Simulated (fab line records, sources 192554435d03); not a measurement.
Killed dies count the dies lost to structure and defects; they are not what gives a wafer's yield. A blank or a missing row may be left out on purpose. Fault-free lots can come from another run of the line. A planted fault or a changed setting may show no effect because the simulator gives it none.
Struck lot and sound lot, side by side -- flow n5_finfet -- 15 out of 1938 route steps
Sound: the wafers L158.1, L158.5, L158.6. Struck: wafer L172.5. (L172.1 of the same lot was not struck and is left out.) The cause comes at the end.
For every step that has rows: the tool of each side, followed by ch and its chambers, followed by its first start. Under that, the readings that differ: sound wafers -- struck wafers -- difference of the means -- sigmas: that difference in standard deviations of wafers without a fault.
alike: readings whose means differ by less than 2 such deviations, and words and numbers that are the same on both sides. not compared: withheld readings, readings that some wafer has no value for, bounds like >300 that may hide the same value, and numbers for which the record gives no deviation and whose values overlap.
A row with sigmas, a row that says differs or no value, or rows on one side alone: a step with any of these is where the two part. When numbers do not overlap yet have no deviation, they are printed without sigmas and do not part them. A reading that every wafer of one side lacks parts them only if that side has two wafers or more.

N5_BEOL_M5_STRIP_91: strips in N2/H2, time 10 s.
  sound on rie_diel-06 ch 0,3; struck on rie_diel-04 ch 2
  alike: drypump_motor_current_A, oes_product_au, rf_vpp_V, showerhead_plenum_p_Torr, throttle_valve_pct
  not compared: rf_hours_counter_h
N5_BEOL_M5_OCD_MEAS_38:
  sound on ocd-01, day 8 13:23; struck on ocd-01, day 13 02:16
  alike: trench_depth_nm
then, 4 steps without rows for these wafers: N5_BEOL_M5_HM_STRIP_39 (strips TiN in peroxide tin strip, target depth 25 nm, time 158 s); N5_BEOL_M5_SRD_40 (time 30 s); N5_BEOL_M5_PRECLEAN_42 (cleans in residue remover, time 60 s); N5_BEOL_M5_SRD_43 (time 30 s).
N5_BEOL_M5_CD_MEAS_35: target cd 28 nm, target cd y 24 nm.
  sound on cd_sem-01, day 8 13:32; struck on cd_sem-02, day 13 02:25
  alike: cd_nm
then, 1 step without rows for these wafers: N5_BEOL_M5_CURE_80 (cures SiCOH lowk, time 120 s).
N5_BEOL_M5_DEGAS_44: time 60 s.
  sound on pvd_sputter-03, day 8 13:59; struck on pvd_sputter-02, day 13 02:49
  alike: heater_power_w
N5_BEOL_M5_PRE_CLEAN_45: time 30 s.
  sound on pvd_sputter-03, day 8 14:01; struck on pvd_sputter-02, day 13 02:51
  alike: heater_power_w
N5_BEOL_M5_ALD_86: deposits TaN, pulse time 2 s, purge time 3 s, co reactant purge time 2 s.
  sound on ald_metal-02 ch 0,2,3, day 8 14:05; struck on ald_metal-03 ch 3, day 13 02:56
  alike: heater_power_w
after that, 1 step had no rows for these wafers: N5_BEOL_M5_SURFACE_TREAT_87.
N5_BEOL_M5_CVD_47: deposits Co from CCTBA/H2, target thk 3 nm, time 216 s.
  sound on cvd_co-02 ch 1,2, day 8 14:32; struck on cvd_co-02 ch 2, day 13 04:46
reading,sound,struck,difference,sigmas
run_length_s (s),239.0 239.0 239.0,240.7,+1.7,+4
N5_BEOL_M5_SPUTTER_48: material Cu, target thk 15 nm, time 27.62 s.
  sound on pvd_sputter-01, day 8 14:53; struck on pvd_sputter-02, day 13 04:57
  alike: chuck_sensor_temp_C, substrate_temp_c, throttle_valve_pct
-- record jumps: 4 days separate the struck wafers' starts on either side; left off in module BEOL_M5, taken up again in module PASSIVATION, whose first shown step is the route's number 1936 --
N5_PASSIVATION_PROBE_49:
  sound on prober-01, day 12 10:32; struck on prober-01, day 17 14:49
  alike: defect_limited_yield, killed_at_M0_to_M3, killed_at_M4_up, killed_at_contacts, killed_at_front_end, killed_at_other, killed_dies, killed_open, killed_short, sort_bin_5_function, sort_bin_6_memory, sort_bin_8_speed, sort_n_pass, sort_yield_pct

## WHERE THEY PART
At N5_BEOL_M5_CVD_47 and nowhere else, as far as this record goes. Later steps at which nothing parts them and some readings are alike: N5_BEOL_M5_SPUTTER_48, N5_PASSIVATION_PROBE_49.

WHY: what had been put in by the simulator
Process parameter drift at N5_BEOL_M5_CVD_47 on cvd_co-02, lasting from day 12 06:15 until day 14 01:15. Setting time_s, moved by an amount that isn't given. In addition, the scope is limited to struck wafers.
